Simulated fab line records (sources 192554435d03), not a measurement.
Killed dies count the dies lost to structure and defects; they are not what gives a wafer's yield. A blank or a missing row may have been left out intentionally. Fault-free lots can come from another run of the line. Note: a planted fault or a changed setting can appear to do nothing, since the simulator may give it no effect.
Matching of chambers	flow n5Finfet	4 sister chambers for N5_BEOL_M14_DESCUM_15 on rieDiel-01
The step chemistry O2, time 7.9 s. 14 wafers are shown with their chamber, then 7 later ones without.

== WAFERS WITH THEIR CHAMBER ==
wafer	chamber	drypumpMotorCurrentA (A)	showerheadPlenumPTorr (Torr)	rfVppV (V)
L080.1	2	6.3	2.03	243.2
L080.3	0	4.9	2.04	241.6
L080.5	0	4.9	2.04	242.6
L081.2	3	4.9	2.06	241.9
L081.4	2	6.3	2.03	242.4
L081.6	1	4.7	2.14	243.8
L085.1	3	4.8	2.06	242.4
L085.3	2	6.3	2.03	241.5
L085.6	0	4.9	2.03	242.3
L088.1	0	4.9	2.03	242.7
L088.3	2	6.3	2.02	240.8
L088.6	2	6.3	2.02	243.4
L090.1	2	6.3	2.02	241.2
L090.2	1	4.7	2.14	243.8

SIGNATURES, as means of the wafers listed above
reading	chamber 0	chamber 1	chamber 2	chamber 3	scatter within a chamber
drypumpMotorCurrentA	4.900	4.700	6.300	4.850	0.0224
showerheadPlenumPTorr	2.0350	2.1400	2.0250	2.0600	0.005
rfVppV	242.300	243.800	242.083	242.150	0.819
Rule: for each reading, subtract the chamber's mean from the wafer's reading, divide by that reading's scatter and square the result; add these up over the readings and take the root, which gives the wafer's distance from the chamber. If the next closest chamber is less than 2 further off than the closest, the wafer can't be placed; otherwise it belongs to the closest. The scatter is the square root of a quotient: the sum, over the shown wafers, of each reading's squared deviation from its chamber's mean, divided by wafers minus chambers.

== WAFERS WITHOUT THEIR CHAMBER ==
wafer	drypumpMotorCurrentA (A)	showerheadPlenumPTorr (Torr)	rfVppV (V)
L090.3	4.9	2.05	242.7
L090.4	4.9	2.03	242.4
L090.5	4.7	2.14	244.8
L090.6	4.9	2.03	242.8
L093.3	4.9	2.03	241.8
L093.5	6.3	2.02	242.1
L093.6	4.7	2.13	245.2

== THE CHAMBER EACH PASSED THROUGH ==
wafer	from the rows above	in truth
L090.3	can't be placed: 0 or 3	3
L090.4	0	0
L090.5	1	1
L090.6	0	0
L093.3	0	0
L093.5	2	2
L093.6	1	1
Correct placement for 6 of the 7. These rows do not allow placing 1 (true chamber among the candidates in 1). Number placed wrongly: 0.
